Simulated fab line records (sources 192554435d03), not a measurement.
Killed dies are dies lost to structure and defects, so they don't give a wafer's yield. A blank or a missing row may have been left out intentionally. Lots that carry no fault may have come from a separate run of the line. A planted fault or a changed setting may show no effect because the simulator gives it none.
fab line records ; flow n5Finfet
record lots=11; wafers=32; lastDay=18
route steps=1938 shown BEOL_M12@1622 PASSIVATION@1936
lots that met no fault: taken from a fault-free run of the same line
startH: the number of hours between the record's first day and the start of the first shown wafer of the lot ; waitH: hours since the lot's step before ; " repeats the value in the row above ; L1.1+2: several wafers, shown together as one row ; - no value present, or no start provided ; * or withheld: withheld ; < > ~ a bound
route shown NAME@n: names a module that has steps shown in the file, with the first one's number in the route ; usual: the fault-free wafers' mean and standard deviation ; same: alike in all rows ; chamber/n: place in a boat ; sites: readings site by site ; _std_site: the values' standard deviation ; _edge_site: inner sites' mean taken away from outer sites' mean ; radiusMm: how far each site lies from the wafer's centre ; mask NAME#n: copy n ; behind: the tool/chamber that last shaped the wafer ; hold: why the lot went on hold/how many hours it stayed there/how the hold came to an end ; device: which transistor (n, p or np) failed to switch ; end of line: the tests these same wafers got at the end of their route ; a step without rows: its recipe alone ; killed: dies that structure and defects cost at the first sort, which is not the same as the wafer's yield ; map: the dies of a wafer, with x for killed, . for not killed, _ for no die there
set.NAME: the setting as run; set.NAME@STEP: as run at that earlier step ; model.NAME: the simulator's own value behind a step, which no gauge read
one table for each step of the route and one row for each wafer, over a sample of lots
services: the hour from which a tool's chamber was out of use, counted from the record's first day as startH (under 0 if before that day), plus the number of hours and why
## steps
# step N5_BEOL_M12_CD_MEAS_17
# recipe targetCdNm=140; polarity=opening
# usual cdNm=140.9/1.8
lot.wafer;tool;chamber;startH;waitH;cdNm
L353.4;cdSem-01;-;231.80;0.0;142.3
L353.5;cdSem-01;-;231.80;0.0;142.0
L353.6;cdSem-01;-;231.80;0.0;141.4
L354.1;cdSem-03;-;238.87;0.0;141.0
L354.2;cdSem-03;-;238.87;0.0;140.8
L354.6;cdSem-03;-;238.87;0.0;137.6
L355.3;cdSem-03;-;251.29;0.0;141.5
L355.4;cdSem-03;-;251.29;0.0;142.4
L355.5;cdSem-03;-;251.29;0.0;141.1
L365.1;cdSem-02;-;313.67;0.0;141.5
L365.4;cdSem-02;-;313.67;0.0;138.8
L365.5;cdSem-02;-;313.67;0.0;141.4
L367.3;cdSem-02;-;313.95;0.0;140.0
L367.4;cdSem-02;-;313.95;0.0;138.5
L367.6;cdSem-02;-;313.95;0.0;139.6
L368.3;cdSem-01;-;333.54;0.0;140.2
L368.4;cdSem-01;-;333.54;0.0;139.6
L368.6;cdSem-01;-;333.54;0.0;141.6
L372.1;cdSem-03;-;345.83;0.0;140.5
L372.2;cdSem-03;-;345.83;0.0;140.8
L372.5;cdSem-03;-;345.83;0.0;141.5
L375.1;cdSem-03;-;374.31;0.0;141.3
L375.2;cdSem-03;-;374.31;0.0;140.7
L375.3;cdSem-03;-;374.31;0.0;143.0
L373.1;cdSem-01;-;383.56;0.0;140.8
L373.2;cdSem-01;-;383.56;0.0;139.7
L373.6;cdSem-01;-;383.56;0.0;142.1
L374.1;cdSem-02;-;384.37;0.0;140.6
L374.3;cdSem-02;-;384.37;0.0;142.0
L376.2;cdSem-02;-;398.47;0.0;142.5
L376.4;cdSem-02;-;398.47;0.0;140.9
L376.6;cdSem-02;-;398.47;0.0;142.0
# step N5_BEOL_M12_INSPECT_30
# recipe mode=adi; inspectInstrument=macro
# usual rawDefectCount=2.2/1.4
lot.wafer;tool;chamber;startH;waitH;rawDefectCount
L353.4;defectInspect-02;-;232.17;0.0;5
L353.5;defectInspect-02;-;232.17;0.0;5
L353.6;defectInspect-02;-;232.17;0.0;1
L354.1;defectInspect-01;-;239.25;0.0;4
L354.2;defectInspect-01;-;239.25;0.0;2
L354.6;defectInspect-01;-;239.25;0.0;2
L355.3;defectInspect-01;-;251.67;0.0;3
L355.4;defectInspect-01;-;251.67;0.0;2
L355.5;defectInspect-01;-;251.67;0.0;1
L365.1;defectInspect-02;-;314.05;0.0;5
L365.4;defectInspect-02;-;314.05;0.0;0
L365.5;defectInspect-02;-;314.05;0.0;2
L367.3;defectInspect-02;-;314.32;0.0;7
L367.4;defectInspect-02;-;314.32;0.0;5
L367.6;defectInspect-02;-;314.32;0.0;1
L368.3;defectInspect-02;-;333.92;0.0;3
L368.4;defectInspect-02;-;333.92;0.0;3
L368.6;defectInspect-02;-;333.92;0.0;1
L372.1;defectInspect-02;-;346.23;0.0;2
L372.2;defectInspect-02;-;346.23;0.0;4
L372.5;defectInspect-02;-;346.23;0.0;3
L375.1;defectInspect-01;-;374.69;0.0;3
L375.2;defectInspect-01;-;374.69;0.0;3
L375.3;defectInspect-01;-;374.69;0.0;4
L373.1;defectInspect-02;-;384.07;0.0;1
L373.2;defectInspect-02;-;384.07;0.0;1
L373.6;defectInspect-02;-;384.07;0.0;5
L374.1;defectInspect-02;-;384.88;0.0;3
L374.3;defectInspect-02;-;384.88;0.0;1
L376.2;defectInspect-02;-;398.98;0.0;1
L376.4;defectInspect-02;-;398.98;0.0;3
L376.6;defectInspect-02;-;398.98;0.0;2
# step N5_BEOL_M12_ANNEAL_48
# recipe tempC=225; timeS=90; ambient=N2
# usual annealTempCMax=225.91/0.28; wafer_temp_C_max=226.1/0.33
lot.wafer;tool;chamber;startH;waitH;annealTempCMax;wafer_temp_C_max
L353.4;rtpAnneal-01;0;234.32;0.3;225.95;225.9
L353.5;rtpAnneal-01;0;234.32;0.3;226.00;225.8
L353.6;rtpAnneal-01;0;234.32;0.3;226.04;225.9
L354.1;rtpAnneal-02;0;242.85;0.1;226.07;225.9
L354.2;rtpAnneal-02;0;242.85;0.1;225.89;226.0
L354.6;rtpAnneal-02;0;242.85;0.1;225.51;226.0
L355.3;rtpAnneal-01;0;255.29;0.4;225.95;225.8
L355.4;rtpAnneal-01;0;255.29;0.4;225.65;225.9
L355.5;rtpAnneal-01;0;255.29;0.4;225.88;226.2
L365.1;rtpAnneal-02;0;318.63;0.1;226.05;226.0
L365.4;rtpAnneal-02;0;318.63;0.1;225.58;226.1
L365.5;rtpAnneal-02;0;318.63;0.1;225.86;225.9
L367.3;rtpAnneal-01;0;325.30;0.2;225.80;226.2
L367.4;rtpAnneal-01;0;325.30;0.2;225.98;226.4
L367.6;rtpAnneal-01;0;325.30;0.2;226.15;226.0
L368.3;rtpAnneal-02;0;337.36;0.3;225.82;226.2
L368.4;rtpAnneal-02;0;337.36;0.3;225.52;226.6
L368.6;rtpAnneal-02;0;337.36;0.3;225.47;226.2
L372.1;rtpAnneal-02;0;347.81;0.1;225.77;225.8
L372.2;rtpAnneal-02;0;347.81;0.1;225.96;226.0
L372.5;rtpAnneal-02;0;347.81;0.1;225.71;226.1
L375.1;rtpAnneal-02;0;376.26;0.1;225.47;225.9
L375.2;rtpAnneal-02;0;376.26;0.1;225.50;226.2
L375.3;rtpAnneal-02;0;376.26;0.1;226.22;226.2
L373.1;rtpAnneal-01;0;389.29;0.1;226.26;225.6
L373.2;rtpAnneal-01;0;389.29;0.1;225.91;225.8
L373.6;rtpAnneal-01;0;389.29;0.1;225.78;225.7
L374.1;rtpAnneal-01;0;389.76;0.1;226.12;226.2
L374.3;rtpAnneal-01;0;389.76;0.1;225.83;225.7
L376.2;rtpAnneal-01;0;402.08;0.3;226.13;225.5
L376.4;rtpAnneal-01;0;402.08;0.3;226.19;225.6
L376.6;rtpAnneal-01;0;402.08;0.3;226.50;225.8
# step N5_BEOL_M12_CMP_49
# recipe stopOn=SiOC; tOverpolishS=20.6; downForcePsi=1; platenRpm=50; clearingPlatenDownForcePsi=1.5; clearingPlatenRpm=50; postCmpClean=cuAlkaline; targetThkNm=320; clearingPlatenPadVelocityMS=0.99484; padVelocityMS=0.99484
# usual barrierFieldEndpointS=30.4/0.82; clearingPlatenDownForcePsi=1.4992/0.003; headPressurePsi=0.9998/0.002; motorCurrentA=5.6/0.68; overpolishRunS=20.599/0.0091; slurryFlowMlMin=150.0/0.46
lot.wafer;tool;chamber;startH;waitH;barrierFieldEndpointS;clearingPlatenDownForcePsi;headPressurePsi;motorCurrentA;overpolishRunS;slurryFlowMlMin
L353.4;cmp-01;2;234.48;0.1;31.1;1.5011;1.0020;6.0;20.594;150.0
L353.5;cmp-01;2;234.48;0.1;31.0;1.5007;0.9989;5.8;20.600;150.1
L353.6;cmp-01;3;234.48;0.1;31.0;1.5057;1.0017;6.9;20.600;150.1
L354.2;cmp-04;2;243.21;0.3;30.0;1.5011;1.0018;5.0;20.602;150.3
L354.1;cmp-04;3;243.21;0.3;31.2;1.5006;0.9997;6.3;20.589;150.4
L354.6;cmp-04;2;243.21;0.3;31.1;1.5068;0.9977;4.9;20.594;151.4
L355.3;cmp-02;1;255.53;0.2;30.2;1.4966;0.9981;6.2;20.598;150.2
L355.4;cmp-02;2;255.53;0.2;30.6;1.4998;0.9985;5.9;20.594;150.1
L355.5;cmp-02;1;255.53;0.2;30.2;1.4968;0.9975;6.2;20.602;150.3
L365.4;cmp-04;2;319.00;0.2;29.7;1.4959;1.0023;4.4;20.588;150.5
L365.1;cmp-04;3;319.00;0.2;30.7;1.5000;1.0061;6.4;20.601;149.2
L365.5;cmp-04;1;319.00;0.2;22.7;1.5055;1.2851;5.9;20.608;149.5
L367.3;cmp-01;0;325.52;0.2;29.7;1.4980;1.0026;5.0;20.610;150.7
L367.4;cmp-01;2;325.52;0.2;31.4;1.4965;1.0004;6.1;20.618;149.6
L367.6;cmp-01;1;325.52;0.2;30.8;1.5030;0.9990;5.1;20.607;149.3
L368.4;cmp-01;2;337.66;0.2;31.1;1.4945;0.9972;5.7;20.586;150.3
L368.3;cmp-01;3;337.66;0.2;31.0;1.5002;0.9991;6.5;20.598;149.4
L368.6;cmp-01;0;337.66;0.2;29.8;1.5027;0.9989;4.9;20.609;149.6
L372.1;cmp-02;1;348.20;0.3;29.9;1.5009;0.9997;5.9;20.606;150.6
L372.2;cmp-02;2;348.20;0.3;30.4;1.4961;0.9996;6.4;20.605;149.6
L372.5;cmp-02;3;348.20;0.3;31.5;1.5020;1.0013;5.7;20.594;149.7
L375.2;cmp-04;3;376.56;0.2;31.2;1.4963;0.9987;6.4;20.607;149.4
L375.1;cmp-04;0;376.56;0.2;29.3;1.4985;0.9983;5.3;20.594;150.6
L375.3;cmp-04;1;376.56;0.2;29.3;1.4988;0.9975;5.7;20.591;149.7
L373.1;cmp-02;2;389.59;0.3;30.0;1.4974;1.0014;6.2;20.613;150.5
L373.2;cmp-02;3;389.59;0.3;29.2;1.4980;0.9995;5.6;20.592;149.3
L373.6;cmp-02;3;389.59;0.3;29.6;1.4947;0.9992;5.9;20.593;150.2
L374.3;cmp-01;1;390.06;0.2;30.4;1.4964;1.0022;5.3;20.593;150.5
L374.1;cmp-01;2;390.06;0.2;31.3;1.5011;0.9994;6.1;20.596;149.8
L376.4;cmp-04;0;402.33;0.1;28.9;1.5024;1.0004;4.9;20.596;149.6
L376.2;cmp-04;1;402.33;0.1;29.3;1.4995;0.9994;5.4;20.594;149.5
L376.6;cmp-04;1;402.33;0.1;30.0;1.4975;0.9975;5.7;20.596;150.1
# step N5_PASSIVATION_PROBE_49
# usual defectLimitedYield=91.4/1.5; killed_at_M0_to_M3=35/11; killed_at_M4_up=16/7; killedAtContacts=11/5.3; killedAtFrontEnd=37/11; killedAtOther=3.1/2.8; killedDies=102/18; killedOpen=69/15; killedShort=31/7.8; sort_bin_5_function=5.1/1.1; sort_bin_6_memory=3.2/0.69; sortNPass=1078/18; sortYieldPct=91.4/1.5
# same grossDies=1180; killedAtBackSide=0; sort_bin_4_leakage[%]=0; sort_bin_8_speed[%]=0
lot.wafer;tool;chamber;startH;waitH;defectLimitedYield[%];killed_at_M0_to_M3;killed_at_M4_up;killedAtContacts;killedAtFrontEnd;killedAtOther;killedDies;killedOpen;killedShort;sort_bin_5_function[%];sort_bin_6_memory[%];sortNPass;sortYieldPct[%]
L355.3;prober-01;-;287.73;0.1;92.6;24;10;11;40;2;87;46;41;4.2;3.0;1093;92.6
L355.4;prober-01;-;287.78;0.2;92.1;33;14;8;34;4;93;59;34;4.2;3.2;1087;92.1
L355.5;prober-01;-;287.83;0.2;93.1;24;8;9;39;1;81;47;33;4.4;2.0;1099;93.1
L367.3;prober-01;-;356.70;0.1;90.7;52;19;7;29;3;110;65;42;6.3;2.9;1070;90.7
L367.4;prober-01;-;356.75;0.2;93.1;29;13;11;27;1;81;55;24;3.6;3.1;1099;93.1
L367.6;prober-01;-;356.85;0.3;89.9;34;29;8;44;4;119;91;28;5.8;4.2;1061;89.9
# killed by level:class
L355.3 BEOL_M0_SAQP:geometricParticle:short=8 FIN_SAQP:geometricParticle:short=7 MOL_CONTACT_COAG:geometricParticle:open=7 FIN_SAQP:geometricParticle:open=5 BEOL_M0:geometricParticle:open=5 STI_FIN_REVEAL:geometricParticle:open=4 DUMMY_GATE:geometricParticle:open=4 GATE_CUT:geometricParticle:open=4
L355.4 FIN_SAQP:geometricParticle:short=8 BEOL_M2:geometricParticle:open=8 MOL_CONTACT_COAG:geometricParticle:open=7 BEOL_M0:geometricParticle:open=7 FIN_SAQP:geometricParticle:open=5 BEOL_M3:geometricParticle:open=5 GATE_CUT:geometricParticle:short=4 BEOL_M4:geometricParticle:open=4
L355.5 MOL_CONTACT_COAG:geometricParticle:open=7 FIN_SAQP:geometricParticle:short=6 FIN_SAQP:geometricParticle:open=6 STI_FIN_REVEAL:geometricParticle:open=6 DUMMY_GATE:geometricParticle:open=6 BEOL_M0_SAQP:geometricParticle:open=5 BEOL_M0:geometricParticle:open=5 GATE_CUT:geometricParticle:short=4
L367.3 BEOL_M0_SAQP:geometricParticle:short=19 BEOL_M0_SAQP:geometricParticle:open=13 BEOL_M1:geometricParticle:open=11 BEOL_M4:geometricParticle:open=9 STI_FIN_REVEAL:geometricParticle:open=6 MOL_CONTACT_COAG:geometricParticle:open=6 FIN_SAQP:geometricParticle:short=5 BEOL_M2:geometricParticle:open=5
L367.4 STI_FIN_REVEAL:geometricParticle:open=13 BEOL_M1:geometricParticle:open=9 MOL_CONTACT_COAG:geometricParticle:open=6 BEOL_M0_SAQP:geometricParticle:short=6 GATE_CUT:geometricParticle:open=5 BEOL_M0_SAQP:geometricParticle:open=5 MOL_CONTACT_COAG:geometricParticle:short=5 BEOL_M4:geometricParticle:open=4
L367.6 BEOL_M4:geometricParticle:open=24 FIN_SAQP:geometricParticle:open=19 BEOL_M3:geometricParticle:open=7 FIN_SAQP:geometricParticle:short=6 BEOL_M1:geometricParticle:open=6 MOL_CONTACT_COAG:geometricParticle:open=5 BEOL_M0:geometricParticle:open=5 BEOL_M0_SAQP:geometricParticle:short=4
## services
tool;chamber;startH;hours;kind
cmp-01;-;217.11;4.0;pm
cmp-01;-;221.11;-;consumableReplace:conditioner
cmp-01;-;221.11;-;consumableReplace:pad
cmp-02;-;231.24;1.0;repair
cmp-04;-;242.01;0.8;repair
cmp-04;-;243.86;0.6;repair
cmp-04;-;247.10;2.6;repair
cmp-04;-;260.68;1.5;repair
cmp-02;-;263.74;0.5;repair
cmp-01;-;278.69;4.5;pm
cmp-02;-;281.88;4.0;pm
cmp-04;-;284.24;1.4;repair
cmp-02;-;285.88;-;consumableReplace:conditioner
cmp-04;-;286.17;0.3;repair
cmp-02;-;297.47;12.5;pm
cmp-04;-;301.55;3.6;pm
cmp-04;-;305.61;1.6;repair
cmp-04;-;323.87;5.7;repair
cmp-02;-;336.83;7.2;pm
cmp-01;-;359.86;4.4;pm
cmp-04;-;390.44;2.6;repair
cmp-04;-;397.47;4.0;pm
cmp-04;-;401.47;-;consumableReplace:conditioner
cmp-04;-;401.47;-;consumableReplace:pad
## key
firstSign step=N5_BEOL_M12_CMP_49; reading=headPressurePsi; direction=up; sigmas=99+; usual=0.9998; struck=1.2851
effect step=N5_BEOL_M12_CMP_49; reading=barrierFieldEndpointS; direction=down; sigmas=9.4; usual=30.4; struck=22.7
metAt N5_BEOL_M12_CMP_49
struckLots L365
struckWafers L365.5
notActingAt N5_BEOL_M12_CD_MEAS_17,N5_BEOL_M12_INSPECT_30,N5_BEOL_M12_ANNEAL_48
fault kind=processParameterDrift; tool=cmp-04; chamber=1; onsetH=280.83; steps=N5_BEOL_M12_CMP_49; channel=downForcePsi; offset=0.2842; shape=step; endH=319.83; actsIn=theseRecipesOnly; stated=1
